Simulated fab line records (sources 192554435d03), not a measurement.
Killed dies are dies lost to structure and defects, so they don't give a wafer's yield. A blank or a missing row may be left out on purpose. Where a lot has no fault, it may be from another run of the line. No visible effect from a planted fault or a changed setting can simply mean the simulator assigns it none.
Which tool did it? + flow n5_finfet + 21 wafers from 7 lots sampled at 9 of the route's 1938 steps

WHAT THE GAUGES SHOWED, per wafer
N5_SD_EPI_N_INSPECT_26: inspects for defects (darkfield).
| lot  | measured    | on                | raw_defect_count |
|------|-------------|-------------------|------------------|
| L367 | day 3 15:56 | defect_inspect-02 | 224 294 279      |
| L375 | day 5 18:34 | defect_inspect-02 | 273 210 248      |
| L379 | day 6 19:53 | defect_inspect-02 | 165 176 160      |
| L380 | day 6 22:13 | defect_inspect-01 | 172 155 175      |
| L381 | day 7 05:16 | defect_inspect-02 | 805 829 843      |
| L382 | day 7 10:01 | defect_inspect-01 | 899 851 791      |
| L388 | day 8 21:28 | defect_inspect-01 | 166 164 149      |

N5_SD_EPI_P_INSPECT_11: inspects for defects (macro).
| lot  | measured    | on                | raw_defect_count |
|------|-------------|-------------------|------------------|
| L367 | day 3 16:23 | defect_inspect-02 | 2 4 2            |
| L375 | day 5 18:54 | defect_inspect-02 | 1 0 2            |
| L379 | day 6 20:13 | defect_inspect-02 | 1 1 2            |
| L380 | day 6 22:40 | defect_inspect-01 | 0 1 0            |
| L381 | day 7 05:43 | defect_inspect-02 | >300 >300 >300   |
| L382 | day 7 10:28 | defect_inspect-01 | >300 >300 >300   |
| L388 | day 8 21:48 | defect_inspect-02 | 2 1 5            |

N5_SD_EPI_P_INSPECT_26: inspects for defects (darkfield).
| lot  | measured    | on                | raw_defect_count |
|------|-------------|-------------------|------------------|
| L367 | day 3 21:30 | defect_inspect-01 | 169 217 160      |
| L375 | day 5 22:40 | defect_inspect-01 | 175 174 210      |
| L379 | day 7 00:17 | defect_inspect-02 | 141 147 155      |
| L380 | day 7 02:26 | defect_inspect-01 | 169 109 153      |
| L381 | day 7 09:28 | defect_inspect-01 | 752 825 769      |
| L382 | day 7 14:13 | defect_inspect-02 | 869 846 783      |
| L388 | day 9 01:34 | defect_inspect-01 | 156 140 181      |

N5_SD_ACTIVATION_INSPECT_02: inspects for defects (darkfield).
| lot  | measured    | on                | raw_defect_count |
|------|-------------|-------------------|------------------|
| L367 | day 3 22:15 | defect_inspect-02 | 183 219 169      |
| L375 | day 5 23:25 | defect_inspect-01 | 172 183 224      |
| L379 | day 7 01:02 | defect_inspect-01 | 144 137 147      |
| L380 | day 7 03:14 | defect_inspect-02 | 181 130 156      |
| L381 | day 7 10:13 | defect_inspect-01 | 759 801 758      |
| L382 | day 7 14:59 | defect_inspect-02 | 860 859 780      |
| L388 | day 9 02:23 | defect_inspect-02 | 166 154 179      |

N5_BEOL_M4_RC_MEAS_101.
| lot  | measured     | on        | DIBL_N (mV/V)  | DIBL_P (mV/V)  | IOFF_N (nA/um)    | IOFF_P (nA/um)    | ION_N (uA/um) | ION_P (uA/um) | SS_N (mV/dec)  | SS_P (mV/dec)  | VT_N (mV)         | VT_P (mV)            |
|------|--------------|-----------|----------------|----------------|-------------------|-------------------|---------------|---------------|----------------|----------------|-------------------|----------------------|
| L367 | day 8 10:10  | prober-02 | 36.3 35.5 37.9 | 36.9 36.1 38.2 | 0.150 0.134 0.171 | 0.209 0.194 0.225 | 659 657 669   | 457 452 461   | 71.7 71.6 72.7 | 72.9 73.6 74.3 | 252.3 255.2 250.0 | -251.1 -251.2 -252.0 |
| L375 | day 9 23:08  | prober-02 | 35.7 37.5 35.7 | 34.6 36.7 34.4 | 0.132 0.153 0.135 | 0.177 0.205 0.174 | 668 664 659   | 458 458 456   | 71.7 71.8 71.9 | 72.9 73.6 72.6 | 250.7 251.9 251.5 | -251.9 -251.3 -251.5 |
| L379 | day 11 11:57 | prober-01 | 36.6 36.8 36.1 | 36.7 36.7 34.8 | 0.187 0.202 0.169 | 0.259 0.271 0.233 | 685 687 682   | 470 475 471   | 71.7 71.7 71.1 | 73.0 72.9 72.7 | 247.2 243.5 247.3 | -244.2 -244.8 -248.5 |
| L380 | day 11 23:32 | prober-02 | 35.6 37.0 36.3 | 35.0 35.2 35.1 | 0.139 0.150 0.145 | 0.220 0.224 0.217 | 666 671 661   | 466 462 462   | 71.5 71.8 71.1 | 72.8 73.1 72.9 | 251.5 250.7 251.4 | -247.1 -247.0 -247.4 |
| L381 | day 11 15:38 | prober-01 | 36.5 38.0 36.4 | 35.7 37.5 35.4 | 0.142 0.169 0.138 | 0.199 0.228 0.196 | 665 666 658   | 454 463 456   | 71.3 71.4 71.1 | 73.1 73.5 73.1 | 250.0 249.7 250.6 | -250.1 -248.1 -253.0 |
| L382 | day 12 04:47 | prober-02 | 35.6 36.8 36.5 | 35.9 37.1 37.8 | 0.151 0.173 0.172 | 0.179 0.206 0.214 | 665 666 678   | 455 455 463   | 70.6 71.6 71.6 | 73.3 72.8 73.4 | 248.0 250.0 248.5 | -254.9 -251.5 -252.5 |
| L388 | day 13 18:34 | prober-02 | 36.6 37.6 36.7 | 39.0 40.5 38.5 | 0.183 0.208 0.187 | 0.210 0.230 0.207 | 688 697 686   | 469 462 462   | 71.7 71.7 72.0 | 73.4 73.7 73.4 | 246.7 247.3 246.2 | -247.7 -248.8 -249.5 |

EACH LOT AND THE TOOL THAT RAN IT (in order: tool; ch and the chambers of the sampled wafers; start)
| lot  | N5_SD_EPI_N_ETCH_35               | N5_SD_EPI_N_STRIP_18               | N5_SD_EPI_P_ETCH_36               | N5_SD_EPI_P_ETCHBACK_46           |
|------|-----------------------------------|------------------------------------|-----------------------------------|-----------------------------------|
| L367 | rie_diel-02 ch 1,2,3, day 3 12:05 | wet_bench-02 ch 2,3,5, day 3 12:52 | rie_diel-03 ch 0,1, day 3 16:48   | rie_diel-03 ch 0,1, day 3 17:11   |
| L375 | rie_diel-06 ch 1,2, day 5 13:57   | wet_bench-02 ch 0,4,5, day 5 14:44 | rie_diel-03 ch 0,2, day 5 18:58   | rie_diel-03 ch 0,2, day 5 19:21   |
| L379 | rie_diel-02 ch 1,3, day 6 15:35   | wet_bench-03 ch 0,2,7, day 6 16:22 | rie_diel-01 ch 1,2, day 6 20:35   | rie_diel-01 ch 1,2, day 6 20:58   |
| L380 | rie_diel-04 ch 1,2,3, day 6 18:22 | wet_bench-05 ch 2,4,5, day 6 19:09 | rie_diel-01 ch 1,3, day 6 22:44   | rie_diel-01 ch 1,3, day 6 23:07   |
| L381 | rie_diel-06 ch 1,2, day 7 01:25   | wet_bench-02 ch 3,6,7, day 7 02:12 | rie_diel-03 ch 0,2, day 7 05:47   | rie_diel-03 ch 0,2, day 7 06:10   |
| L382 | rie_diel-04 ch 1,2,3, day 7 06:19 | wet_bench-02 ch 0,1,6, day 7 06:56 | rie_diel-01 ch 0,1,2, day 7 10:32 | rie_diel-01 ch 0,1,2, day 7 10:55 |
| L388 | rie_diel-04 ch 0,1,2, day 8 17:36 | wet_bench-03 ch 3,6,7, day 8 18:23 | rie_diel-03 ch 0,2, day 8 21:52   | rie_diel-03 ch 0,2, day 8 22:15   |
- N5_SD_EPI_N_ETCH_35: etches SOC in N2/H2, overetch 108 nm, time 486 s.
- N5_SD_EPI_N_STRIP_18: strips in SPM, time 750 s.
- N5_SD_EPI_P_ETCH_36: etches SiARC in CF4, target depth 45.5 nm, time 75.8 s.
- N5_SD_EPI_P_ETCHBACK_46: etches SiNx in CH3F/O2, stops on SiO2, target depth 17.5 nm.

WHAT THE TOOLS THEMSELVES READ (means of the sampled wafers that have a number; where no wafer has one, the mark that the record gives instead)
N5_SD_EPI_N_ETCH_35.
| lot  | tool        | drypump_motor_current_A (A) | oes_product_au (a.u.) | rf_vpp_V (V) | showerhead_plenum_p_Torr (Torr) | throttle_valve_pct (%) |
|------|-------------|-----------------------------|-----------------------|--------------|---------------------------------|------------------------|
| L367 | rie_diel-02 | 5.7                         | 0.69                  | 240.7        | 2.59                            | 24.2                   |
| L375 | rie_diel-06 | 5.9                         | 0.67                  | 240.7        | 2.51                            | 23.7                   |
| L379 | rie_diel-02 | 5.4                         | 0.62                  | 240.7        | 2.59                            | 24.2                   |
| L380 | rie_diel-04 | 5.9                         | 0.71                  | 240.9        | 2.56                            | 23.9                   |
| L381 | rie_diel-06 | 5.8                         | 0.67                  | 241.7        | 2.59                            | 24.0                   |
| L382 | rie_diel-04 | 5.9                         | 0.70                  | 240.9        | 2.55                            | 23.9                   |
| L388 | rie_diel-04 | 6.1                         | 0.74                  | 240.2        | 2.49                            | 23.8                   |

N5_SD_EPI_N_STRIP_18.
| lot  | tool         | bath_heat_duty_pct (%) |
|------|--------------|------------------------|
| L367 | wet_bench-02 | 14.4                   |
| L375 | wet_bench-02 | 14.9                   |
| L379 | wet_bench-03 | 16.1                   |
| L380 | wet_bench-05 | 15.4                   |
| L381 | wet_bench-02 | 14.8                   |
| L382 | wet_bench-02 | 14.6                   |
| L388 | wet_bench-03 | 14.7                   |

N5_SD_EPI_P_ETCH_36.
| lot  | tool        | drypump_motor_current_A (A) | etch_rf_on_time_s (s) | oes_product_au (a.u.) | rf_vpp_V (V) | showerhead_plenum_p_Torr (Torr) | throttle_valve_pct (%) |
|------|-------------|-----------------------------|-----------------------|-----------------------|--------------|---------------------------------|------------------------|
| L367 | rie_diel-03 | 5.4                         | 75.9                  | 0.64                  | 185.2        | 2.22                            | 15.48                  |
| L375 | rie_diel-03 | 5.3                         | 75.8                  | 0.64                  | 185.9        | 2.22                            | 15.50                  |
| L379 | rie_diel-01 | 6.2                         | 74.8                  | 0.70                  | 185.7        | 2.24                            | 15.70                  |
| L380 | rie_diel-01 | 5.2                         | 75.1                  | 0.66                  | 184.3        | 2.22                            | 15.56                  |
| L381 | rie_diel-03 | 5.3                         | 75.7                  | 0.63                  | 184.6        | 2.21                            | 15.56                  |
| L382 | rie_diel-01 | 6.1                         | 74.9                  | 0.68                  | 184.5        | 2.23                            | 15.70                  |
| L388 | rie_diel-03 | 5.3                         | 76.2                  | 0.61                  | 185.2        | 2.21                            | 15.57                  |

N5_SD_EPI_P_ETCHBACK_46.
| lot  | tool        | drypump_motor_current_A (A) | oes_ar_750_au (a.u.) | oes_o_777_au (a.u.) | oes_product_au (a.u.) | rf_vpp_V (V) | showerhead_plenum_p_Torr (Torr) | throttle_valve_pct (%) |
|------|-------------|-----------------------------|----------------------|---------------------|-----------------------|--------------|---------------------------------|------------------------|
| L367 | rie_diel-03 | 5.4                         | 0.74                 | 0.75                | 0.64                  | 299.7        | 2.08                            | 16.22                  |
| L375 | rie_diel-03 | 5.2                         | 0.75                 | 0.75                | 0.64                  | 297.4        | 2.07                            | 16.23                  |
| L379 | rie_diel-01 | 6.1                         | 0.82                 | 0.82                | 0.69                  | 296.0        | 2.09                            | 16.44                  |
| L380 | rie_diel-01 | 5.2                         | 0.77                 | 0.77                | 0.65                  | 296.9        | 2.08                            | 16.30                  |
| L381 | rie_diel-03 | 5.3                         | 0.72                 | 0.73                | 0.62                  | 297.8        | 2.07                            | 16.27                  |
| L382 | rie_diel-01 | 6.1                         | 0.80                 | 0.80                | 0.67                  | 298.1        | 2.08                            | 16.43                  |
| L388 | rie_diel-03 | 5.3                         | 0.72                 | 0.73                | 0.62                  | 298.6        | 2.06                            | 16.29                  |

THE ANSWER, worked out from the rows above alone
Rule: what is usual is taken from the lots themselves. Put in order of their means at a reading, lots are off if they are a third of the lots or fewer, leave a main group of 4 or more, and stand apart from it by a gap of 3 or more times the standard deviation of the main group's means; of several such gaps the widest counts. A main group whose means are all the same, to the digits that the tables above print for the reading, isn't used. Also off: a lot with no number at a reading for which 4 or more lots have one. The other lots that the step has rows for count as sound. After the gauges, taken in route order, come the tools' own readings; for these a lot's mean is taken, as printed above. At the first step where some lot is off, the reading lying furthest off is the one used; lots without a number count as furthest.
Off: L381, L382 (N5_SD_EPI_N_INSPECT_26, raw_defect_count). The main group: mean 201, standard deviation 45.
A tool fits if, at a process step before that reading, it ran every lot that is off, and no sound lot after the first of them. Those tools and the gauges at N5_SD_EPI_N_INSPECT_26 are tried in the same way. One fits: N5_SD_EPI_N_STRIP_18 on wet_bench-02. Its last sound lot is L375 (day 5 14:44), its first lot that is off L381 (day 7 02:12): a fault that began between those two fits.

WHAT WAS PUT IN BY THE SIMULATOR
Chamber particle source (wet_bench-02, N5_SD_EPI_N_STRIP_18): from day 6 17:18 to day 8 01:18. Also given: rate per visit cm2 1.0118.
Struck lots among those shown: L381, L382. The rule given above showed the same thing.
